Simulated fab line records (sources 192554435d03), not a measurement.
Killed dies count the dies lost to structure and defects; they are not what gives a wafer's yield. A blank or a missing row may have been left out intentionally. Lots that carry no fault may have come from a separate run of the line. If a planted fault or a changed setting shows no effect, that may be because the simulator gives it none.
Chamber matching :: flow n5Finfet :: N5_MOL_CONTACT_COAG_ETCH_89 on rieDiel-02 has 4 sister chambers
The step etches underlayer in N2/H2, target depth 13 nm, time 10.4 s. 8 wafers are shown with their chamber, then 8 later ones without.

== WAFERS PAIRED WITH THEIR CHAMBERS ==
wafer: L084.4
chamber: 2
drypumpMotorCurrentA (A): 5.8
throttleValvePct (%): 17.92

wafer: L084.6
chamber: 1
drypumpMotorCurrentA (A): 5.9
throttleValvePct (%): 18.08

wafer: L085.1
chamber: 2
drypumpMotorCurrentA (A): 5.7
throttleValvePct (%): 17.92

wafer: L085.2
chamber: 3
drypumpMotorCurrentA (A): 5.9
throttleValvePct (%): 17.97

wafer: L087.1
chamber: 3
drypumpMotorCurrentA (A): 5.9
throttleValvePct (%): 18.00

wafer: L087.3
chamber: 0
drypumpMotorCurrentA (A): 5.3
throttleValvePct (%): 18.38

wafer: L087.5
chamber: 0
drypumpMotorCurrentA (A): 5.3
throttleValvePct (%): 18.39

wafer: L088.1
chamber: 1
drypumpMotorCurrentA (A): 5.9
throttleValvePct (%): 18.10

== WAFERS WITH NO CHAMBER GIVEN ==
wafer: L088.4
drypumpMotorCurrentA (A): 5.7
throttleValvePct (%): 17.93

wafer: L088.5
drypumpMotorCurrentA (A): 5.9
throttleValvePct (%): 17.97

wafer: L094.3
drypumpMotorCurrentA (A): 5.9
throttleValvePct (%): 18.14

wafer: L094.4
drypumpMotorCurrentA (A): 5.9
throttleValvePct (%): 18.00

wafer: L094.6
drypumpMotorCurrentA (A): 5.9
throttleValvePct (%): 18.12

wafer: L096.3
drypumpMotorCurrentA (A): 5.8
throttleValvePct (%): 18.14

wafer: L096.5
drypumpMotorCurrentA (A): 5.9
throttleValvePct (%): 18.14

wafer: L096.6
drypumpMotorCurrentA (A): 5.9
throttleValvePct (%): 18.02

== WHICH CHAMBER EACH ONE RAN IN ==
wafer: L088.4
from the rows above: 2
in truth: 2

wafer: L088.5
from the rows above: 3
in truth: 3

wafer: L094.3
from the rows above: 1
in truth: 1

wafer: L094.4
from the rows above: 3
in truth: 3

wafer: L094.6
from the rows above: 1
in truth: 1

wafer: L096.3
from the rows above: 1
in truth: 1

wafer: L096.5
from the rows above: 1
in truth: 1

wafer: L096.6
from the rows above: 3
in truth: 3
8 of 8 placed correctly. From these rows, 0 cannot be placed. Placed wrongly: 0.
How it was worked out, from the rows above alone: a wafer's distance from a chamber is the root of the sum, over the readings, of the square of ((its reading less the chamber's mean) divided by the reading's scatter). The wafer belongs to the nearest chamber; if the next one is less than 2 further off, it can't be placed. For every chamber, the mean is computed from those of its wafers that are shown. How the scatter is found: for the shown wafers, subtract from each reading the mean of its chamber, square and add these, divide the total by (wafers less chambers), then take the root.
